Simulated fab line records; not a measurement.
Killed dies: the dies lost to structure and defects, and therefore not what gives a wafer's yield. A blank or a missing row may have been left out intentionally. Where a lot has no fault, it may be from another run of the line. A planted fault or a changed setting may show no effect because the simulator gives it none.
Split-lot study | flow n5Finfet | route with 1938 steps; 7 lots, 39 wafers read

## THE SPLIT ITSELF
At N5_WELL_APT_IMPLANT_15, the setting energyKev was moved away from the recipe's 25 on 15 of the 39 wafers read, by -14.9% to +14.1%. All remaining wafers had this setting at the recipe value.

Reading taken at the split's own step.

## THE READING
In nm, at N5_WELL_APT_IMPLANT_15: implant.drpNm, which is the simulator's own figure and was read by no gauge. The file does not state a usual value for it.

wafer  | tool, chamber at the split | energyKev as run | against the recipe | implant.drpNm, nm | against lot-mates on the recipe
L076.1 | implanter-01, 0            | 26.32            | +5.3%              | 8.773             | +0.316
L076.2 | implanter-01, 0            | 26.32            | +5.3%              | 8.773             | +0.316
L076.5 | implanter-01, 0            | 26.32            | +5.3%              | 8.773             | +0.316
L076.3 | implanter-01, 0            | 25               | recipe             | 8.457             | -
L076.4 | implanter-01, 0            | 25               | recipe             | 8.457             | -
L076.6 | implanter-01, 0            | 25               | recipe             | 8.457             | -
L077.1 | implanter-01, 0            | 25               | recipe             | 8.457             | -
L077.2 | implanter-01, 0            | 25               | recipe             | 8.457             | -
L077.3 | implanter-01, 0            | 25               | recipe             | 8.457             | -
L077.4 | implanter-01, 0            | 25               | recipe             | 8.457             | -
L077.5 | implanter-01, 0            | 25               | recipe             | 8.457             | -
L077.6 | implanter-01, 0            | 25               | recipe             | 8.457             | -
L086.1 | implanter-02, 0            | 22.79            | -8.8%              | 7.923             | -0.534
L086.4 | implanter-02, 0            | 22.79            | -8.8%              | 7.923             | -0.534
L086.5 | implanter-02, 0            | 22.79            | -8.8%              | 7.923             | -0.534
L086.2 | implanter-02, 0            | 25               | recipe             | 8.457             | -
L086.3 | implanter-02, 0            | 25               | recipe             | 8.457             | -
L086.6 | implanter-02, 0            | 25               | recipe             | 8.457             | -
L087.2 | implanter-01, 0            | 25               | recipe             | 8.457             | -
L087.5 | implanter-01, 0            | 25               | recipe             | 8.457             | -
L087.6 | implanter-01, 0            | 25               | recipe             | 8.457             | -
L090.1 | implanter-02, 0            | 25               | recipe             | 8.457             | -
L090.2 | implanter-02, 0            | 25               | recipe             | 8.457             | -
L090.4 | implanter-02, 0            | 25               | recipe             | 8.457             | -
L090.3 | implanter-02, 0            | 26.61            | +6.4%              | 8.842             | +0.385
L090.5 | implanter-02, 0            | 26.61            | +6.4%              | 8.842             | +0.385
L090.6 | implanter-02, 0            | 26.61            | +6.4%              | 8.842             | +0.385
L092.1 | implanter-01, 0            | 25               | recipe             | 8.457             | -
L092.3 | implanter-01, 0            | 25               | recipe             | 8.457             | -
L092.4 | implanter-01, 0            | 25               | recipe             | 8.457             | -
L092.2 | implanter-01, 0            | 21.28            | -14.9%             | 7.552             | -0.905
L092.5 | implanter-01, 0            | 21.28            | -14.9%             | 7.552             | -0.905
L092.6 | implanter-01, 0            | 21.28            | -14.9%             | 7.552             | -0.905
L093.1 | implanter-01, 0            | 28.52            | +14.1%             | 9.293             | +0.836
L093.4 | implanter-01, 0            | 28.52            | +14.1%             | 9.293             | +0.836
L093.6 | implanter-01, 0            | 28.52            | +14.1%             | 9.293             | +0.836
L093.2 | implanter-01, 0            | 25               | recipe             | 8.457             | -
L093.3 | implanter-01, 0            | 25               | recipe             | 8.457             | -
L093.5 | implanter-01, 0            | 25               | recipe             | 8.457             | -

FIT RESULTS
A straight line over all 39 wafers: implant.drpNm changes by +0.0601 nm for each +1% of energyKev; r = +1.00; the points scatter about the line by 0.0038 nm.
The same after taking each lot's own level away (the mean of its wafers on the recipe; 39 wafers): +0.0601 nm for each +1%; r = +1.00; scatter 0.0038 nm.
The reading moves by 0.89 nm for the largest change in energyKev, on that fit.
The lots' own levels span 8.4570 to 8.4570 nm.
Consequently the slope shifts little with the lot-to-lot level, the two slopes agreeing.
Check: -0.895 nm against its lot-mates is what the line predicts for one of the wafers moved furthest among these (-14.9%) when that wafer is left out of the fit. Against them it came out at -0.905 nm.

## THE WHOLE CHAIN: every reading that the file lists as answering this split, in the file's order
step                   | what it does | reading                                                        | change (the file's fit)                | r (the file's)
N5_WELL_APT_IMPLANT_15 |              | implant.rpNm (the simulator's own value, which no gauge read)  | +0.139 nm for each +1% of the setting  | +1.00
N5_WELL_APT_IMPLANT_15 |              | implant.drpNm (the simulator's own value, which no gauge read) | +0.0601 nm for each +1% of the setting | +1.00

## FILE'S OWN FIT
implant.drpNm changes by +0.0601 nm for each +1% of energyKev, r = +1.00.
